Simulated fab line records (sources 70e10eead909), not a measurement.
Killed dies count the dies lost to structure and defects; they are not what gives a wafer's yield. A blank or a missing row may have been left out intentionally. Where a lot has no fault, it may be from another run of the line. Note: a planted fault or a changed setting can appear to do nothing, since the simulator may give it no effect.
fab line records | flow nand_harc | part 2 of 2: steps 22 to 26 of 26
record lots=5 | wafers=15 | last_day=24
route steps=1159 shown A_STAIRCASE@557
lots that met no fault: taken from a fault-free run of the same line
start_h: the number of hours between the record's first day and the start of the first shown wafer of the lot | wait_h: hours since the lot's step before | " as in the row above | L1.1+2: one row covering several wafers at once | - no value present, or no start provided | * or withheld: withheld | < > ~ a bound
route shown NAME@n: a module of which the file shows steps, and the number in the route of the first | usual: average and standard deviation across the fault-free wafers | same: alike in all rows | chamber/n: place in a boat | sites: readings site by site | _std_site: their standard deviation | _edge_site: inner sites' mean taken away from outer sites' mean | radius_mm: how far each site lies from the wafer's centre | mask NAME#n: copy n | behind: the tool/chamber that last shaped the wafer | hold: the reason the lot was held/the length of the hold in hours/how it ended | device: transistor that didn't switch, given as n, p or np | end of line: the route-end tests of the same wafers | a step without rows: its recipe alone | killed: the dies lost at the first sort to structure and to defects; this is not the yield of the wafer | map: a wafer's dies, marking killed ones x, the rest . and places with no die _
set.NAME: the setting that was run; set.NAME@STEP: the one run at that earlier step | model.NAME: the simulator's own value behind a step, which no gauge read
lots seen at some steps along the route; tables by step, rows by wafer
services: when a tool's chamber went out of use (start_h, in hours from the record's first day, below 0 if earlier), for how many hours, and the reason
## steps
# step NHARC_A_STAIRCASE_DESCUM_186
# recipe time_s=3 | o2_flow_sccm=200 | ar_flow_sccm=0 | bias_power_w=0 | chemistry=O2
# usual drypump_motor_current_A=5.5/0.54 | o2_flow_sccm=200.1/0.58 | oes_product_au=0.998/0.0072 | rf_vpp_V=57.9/0.91 | showerhead_plenum_p_Torr=1.92/0.084 | throttle_valve_pct=11.312/0.0092
lot.wafer | tool        | chamber | start_h | wait_h | drypump_motor_current_A | o2_flow_sccm | oes_product_au | rf_hours_counter_h | rf_vpp_V | showerhead_plenum_p_Torr | throttle_valve_pct
L076.2    | rie_diel-09 | 1       | 250.85  | -      | 4.9                     | 198.8        | 1.014          | 65                 | 58.3     | 1.89                     | 11.301
L076.1    | "           | 2       | "       | "      | 4.9                     | 199.8        | 1.001          | 59                 | 58.0     | 1.90                     | 11.314
L076.4    | "           | 3       | "       | "      | 5.5                     | 200.2        | 1.010          | 57                 | 57.1     | 1.77                     | 11.314
L077.4    | rie_diel-08 | 0       | 251.15  | -      | 6.2                     | 200.1        | 0.994          | 44                 | 57.5     | 1.99                     | 11.322
L077.3    | "           | 1       | "       | "      | 5.6                     | 200.3        | 1.006          | 47                 | 56.6     | 1.79                     | 11.307
L077.1    | "           | 2       | "       | "      | 5.4                     | 200.4        | 0.991          | 47                 | 57.5     | 2.06                     | 11.312
L078.2    | rie_diel-11 | 0       | 257.36  | -      | 6.0                     | 199.5        | 0.995          | 23                 | 57.5     | 1.96                     | 11.305
L078.3    | "           | 2       | "       | "      | 5.8                     | 200.7        | 0.986          | 21                 | 59.8     | 1.91                     | 11.298
L078.6    | "           | 0       | "       | "      | 6.0                     | 199.4        | 0.994          | -                  | 58.6     | 1.96                     | 11.324
L081.3    | rie_diel-09 | 2       | 278.22  | -      | 4.9                     | 199.5        | 0.999          | 6                  | 57.5     | 1.90                     | 11.306
L081.6    | "           | 2       | "       | "      | 4.9                     | 200.4        | 0.996          | -                  | 58.4     | 1.90                     | 11.308
L081.5    | "           | 3       | "       | "      | 5.5                     | 200.2        | 0.992          | -                  | 58.6     | 2.07                     | 11.307
L097.2    | rie_diel-09 | 1       | 367.43  | -      | 4.9                     | 199.5        | 1.005          | 42                 | 57.8     | 1.88                     | 11.300
L097.6    | "           | 2       | "       | "      | 4.9                     | 200.0        | 0.990          | -                  | 56.9     | 1.89                     | 11.320
L097.5    | "           | 3       | "       | "      | 5.5                     | 199.1        | 0.998          | -                  | 58.7     | 2.06                     | 11.323
# step NHARC_A_STAIRCASE_TRIM_187
# recipe time_s=211.2 | o2_flow_sccm=500 | ar_flow_sccm=0 | bias_w=0 | chemistry=O2
# usual drypump_motor_current_A=5.5/0.55 | o2_flow_sccm=499.9/1.6 | oes_product_au=1.000/0.0068 | rf_vpp_V=57.8/0.85 | showerhead_plenum_p_Torr=3.53/0.14 | throttle_valve_pct=17.036/0.0086
lot.wafer | tool        | chamber | start_h | wait_h | drypump_motor_current_A | o2_flow_sccm | oes_product_au | rf_hours_counter_h | rf_vpp_V | showerhead_plenum_p_Torr | throttle_valve_pct
L076.1    | rie_diel-09 | 1       | 250.98  | 0.1    | 4.9                     | 500.7        | 1.005          | 65                 | 57.7     | 3.49                     | 17.050
L076.4    | "           | 2       | "       | "      | 4.9                     | 500.1        | 1.003          | 59                 | 58.5     | 3.50                     | 17.029
L076.2    | "           | 3       | "       | "      | 5.5                     | 500.6        | 0.998          | 57                 | 57.5     | 3.28                     | 17.034
L077.4    | rie_diel-08 | 2       | 251.37  | 0.2    | 5.3                     | 502.4        | 0.993          | 47                 | 59.4     | 3.78                     | 17.036
L077.3    | "           | 0       | "       | "      | 6.2                     | 498.0        | 0.992          | 44                 | 58.1     | 3.66                     | 17.051
L077.1    | "           | 1       | "       | "      | 5.6                     | 499.9        | 1.006          | 47                 | 56.3     | 3.32                     | 17.034
L078.3    | rie_diel-11 | 0       | 257.93  | 0.6    | 6.0                     | 499.7        | 0.998          | 24                 | 59.0     | 3.61                     | 17.036
L078.2    | "           | 3       | "       | "      | 6.6                     | 503.2        | 0.991          | 23                 | 58.7     | 3.32                     | 17.044
L078.6    | "           | 3       | "       | "      | 6.5                     | 498.4        | 0.995          | -                  | 57.8     | 3.32                     | 17.037
L081.3    | rie_diel-09 | 0       | 278.31  | 0.1    | 5.0                     | 497.1        | 0.998          | 5                  | 58.0     | 3.53                     | 17.048
L081.6    | "           | 0       | "       | "      | 5.1                     | 498.4        | 1.014          | -                  | 57.9     | 3.53                     | 17.026
L081.5    | "           | 1       | "       | "      | 4.9                     | 500.7        | 1.000          | -                  | 57.2     | 3.49                     | 17.020
L097.2    | rie_diel-09 | 3       | 367.57  | 0.1    | 5.5                     | 502.1        | 0.993          | 42                 | 58.3     | 3.78                     | 17.044
L097.6    | "           | 1       | "       | "      | 4.9                     | 497.6        | 0.994          | -                  | 58.9     | 3.47                     | 17.034
L097.5    | "           | 2       | "       | "      | 4.9                     | 499.5        | 0.995          | -                  | 58.0     | 3.49                     | 17.036
# step NHARC_A_STAIRCASE_ETCH_188
# recipe target_depth_a=1000 | time_s=40.5 | ion_energy_ev=400 | c4f8_flow_sccm=20 | o2_flow_sccm=10 | ar_flow_sccm=withheld | rf_w=600 | bias_w=1000 | chemistry=C4F8/O2
# usual oes_product_au=0.937/0.012 | rf_vpp_V=896/5.2
lot.wafer | tool        | chamber | start_h | wait_h | oes_product_au | rf_hours_counter_h | rf_vpp_V
L076.2    | rie_diel-09 | 0       | -       | -      | 0.942          | 63                 | 897
L076.1    | "           | 1       | "       | "      | 0.928          | 65                 | 894
L076.4    | "           | 3       | "       | "      | 0.952          | 57                 | 886
L077.3    | rie_diel-08 | 2       | -       | -      | 0.947          | 47                 | 906
L077.1    | "           | 3       | "       | "      | 0.949          | 44                 | 891
L077.4    | "           | 1       | "       | "      | 0.943          | 47                 | 888
L078.2    | rie_diel-11 | 2       | -       | -      | 0.914          | 22                 | 895
L078.3    | "           | 3       | "       | "      | 0.918          | 23                 | 887
L078.6    | "           | 2       | "       | "      | 0.921          | -                  | 895
L081.3    | rie_diel-09 | 2       | -       | -      | 0.936          | 6                  | 894
L081.6    | "           | 2       | "       | "      | 0.953          | -                  | 896
L081.5    | "           | 3       | "       | "      | 0.948          | -                  | 906
L097.2    | rie_diel-09 | 1       | -       | -      | 0.922          | 42                 | 893
L097.6    | "           | 3       | "       | "      | 0.935          | -                  | 906
L097.5    | "           | 0       | "       | "      | 0.933          | -                  | 896
# step NHARC_A_STAIRCASE_TRIM_189
# recipe time_s=211.2 | o2_flow_sccm=500 | ar_flow_sccm=0 | bias_w=0 | chemistry=O2
# usual drypump_motor_current_A=5.5/0.53 | o2_flow_sccm=500.0/1.5 | oes_product_au=0.999/0.0068 | rf_vpp_V=57.7/0.92 | showerhead_plenum_p_Torr=3.54/0.14 | throttle_valve_pct=17.037/0.0092
lot.wafer | tool        | chamber | start_h | wait_h | drypump_motor_current_A | o2_flow_sccm | oes_product_au | rf_hours_counter_h | rf_vpp_V | showerhead_plenum_p_Torr | throttle_valve_pct
L076.2    | rie_diel-09 | 3       | -       | -      | 5.6                     | 499.0        | 1.009          | 57                 | 57.4     | 3.28                     | 17.025
L076.1    | "           | 0       | "       | "      | 5.1                     | 503.0        | 1.003          | 63                 | 57.1     | 3.53                     | 17.038
L076.4    | "           | 1       | "       | "      | 4.9                     | 500.0        | 1.001          | 65                 | 58.3     | 3.49                     | 17.037
L077.1    | rie_diel-08 | 1       | -       | -      | 5.6                     | 499.1        | 1.000          | 47                 | 56.6     | 3.32                     | 17.028
L077.4    | "           | 2       | "       | "      | 5.3                     | 498.4        | 0.998          | 47                 | 57.9     | 3.78                     | 17.058
L077.3    | "           | 0       | "       | "      | 6.2                     | 497.8        | 1.002          | 44                 | 57.9     | 3.66                     | 17.051
L078.3    | rie_diel-11 | 0       | -       | -      | 6.0                     | 501.0        | 0.978          | 24                 | 57.9     | 3.61                     | 17.048
L078.2    | "           | 2       | "       | "      | 5.8                     | 500.7        | 0.998          | 22                 | 57.1     | 3.52                     | 17.037
L078.6    | "           | 2       | "       | "      | 5.8                     | 499.6        | 0.990          | -                  | 56.7     | 3.52                     | 17.051
L081.3    | rie_diel-09 | 0       | -       | -      | 5.1                     | 500.0        | 1.007          | 5                  | 56.6     | 3.53                     | 17.038
L081.5    | "           | 1       | "       | "      | 4.9                     | 503.3        | 0.994          | -                  | 57.5     | 3.49                     | 17.060
L081.6    | "           | 2       | "       | "      | 4.9                     | 502.1        | 1.004          | -                  | 57.3     | 3.50                     | 17.050
L097.2    | rie_diel-09 | 0       | -       | -      | 5.1                     | 500.7        | 0.988          | 40                 | 58.9     | 3.51                     | 17.038
L097.6    | "           | 0       | "       | "      | 5.1                     | 499.4        | 1.001          | -                  | 57.1     | 3.51                     | 17.036
L097.5    | "           | 1       | "       | "      | 4.8                     | 498.4        | 1.001          | -                  | 58.2     | 3.47                     | 17.038
# step NHARC_A_STAIRCASE_ETCH_190
# recipe target_depth_a=1000 | time_s=40.5 | ion_energy_ev=400 | c4f8_flow_sccm=20 | o2_flow_sccm=10 | ar_flow_sccm=withheld | rf_w=600 | bias_w=1000 | chemistry=C4F8/O2
# usual oes_product_au=0.940/0.0089 | rf_vpp_V=896/5.1
lot.wafer | tool        | chamber | start_h | wait_h | oes_product_au | rf_hours_counter_h | rf_vpp_V
L076.2    | rie_diel-09 | 2       | -       | -      | 0.929          | 60                 | 895
L076.1    | "           | 3       | "       | "      | 0.927          | 57                 | 887
L076.4    | "           | 0       | "       | "      | 0.936          | 63                 | 897
L077.3    | rie_diel-08 | 1       | -       | -      | 0.933          | 48                 | 889
L077.4    | "           | 3       | "       | "      | 0.949          | 44                 | 893
L077.1    | "           | 0       | "       | "      | 0.939          | 44                 | 900
L078.3    | rie_diel-11 | 0       | -       | -      | 0.929          | 24                 | 898
L078.2    | "           | 2       | "       | "      | 0.936          | 22                 | 896
L078.6    | "           | 0       | "       | "      | 0.924          | -                  | 899
L081.3    | rie_diel-09 | 2       | -       | -      | 0.942          | 6                  | 894
L081.6    | "           | 0       | "       | "      | 0.951          | -                  | 895
L081.5    | "           | 1       | "       | "      | 0.929          | -                  | 893
L097.2    | rie_diel-09 | 2       | -       | -      | 0.939          | 30                 | 893
L097.5    | "           | 0       | "       | "      | 0.937          | -                  | 896
L097.6    | "           | 1       | "       | "      | 0.940          | -                  | 893
## services
tool            | chamber | start_h | hours | kind
rie_diel-08     | 0       | 229.99  | 1.4   | repair
rie_diel-09     | 0       | 234.55  | -     | clean
rie_diel-09     | 1       | 234.55  | -     | clean
rie_diel-09     | 2       | 234.55  | -     | clean
rie_diel-09     | 3       | 234.55  | -     | clean
litho_track-05  | -       | 237.00  | 7.0   | pm
rie_diel-09     | -       | 254.10  | 9.0   | pm
rie_diel-09     | 0       | 254.10  | 9.0   | vent_cycle
krf_scanner-01  | -       | 256.00  | 4.0   | pm
krf_scanner-02  | -       | 270.68  | 4.8   | repair
plasma_asher-01 | -       | 276.00  | 9.0   | pm
krf_scanner-04  | -       | 295.78  | 0.2   | repair
krf_scanner-04  | -       | 298.00  | 4.0   | pm
wet_bench-01    | -       | 300.06  | 4.4   | repair
rie_diel-08     | -       | 302.28  | 9.0   | pm
wet_bench-06    | -       | 305.60  | 8.0   | pm
krf_scanner-01  | -       | 329.36  | 0.5   | repair
litho_track-02  | -       | 340.00  | 7.0   | pm
rie_diel-08     | 0       | 341.33  | 3.9   | repair
rie_diel-08     | 1       | 343.02  | 7.6   | repair
rie_diel-08     | 3       | 343.92  | 6.9   | repair
plasma_asher-02 | -       | 360.35  | 9.0   | pm
litho_track-07  | -       | 364.00  | 7.0   | pm
rie_diel-11     | -       | 366.51  | 9.0   | pm
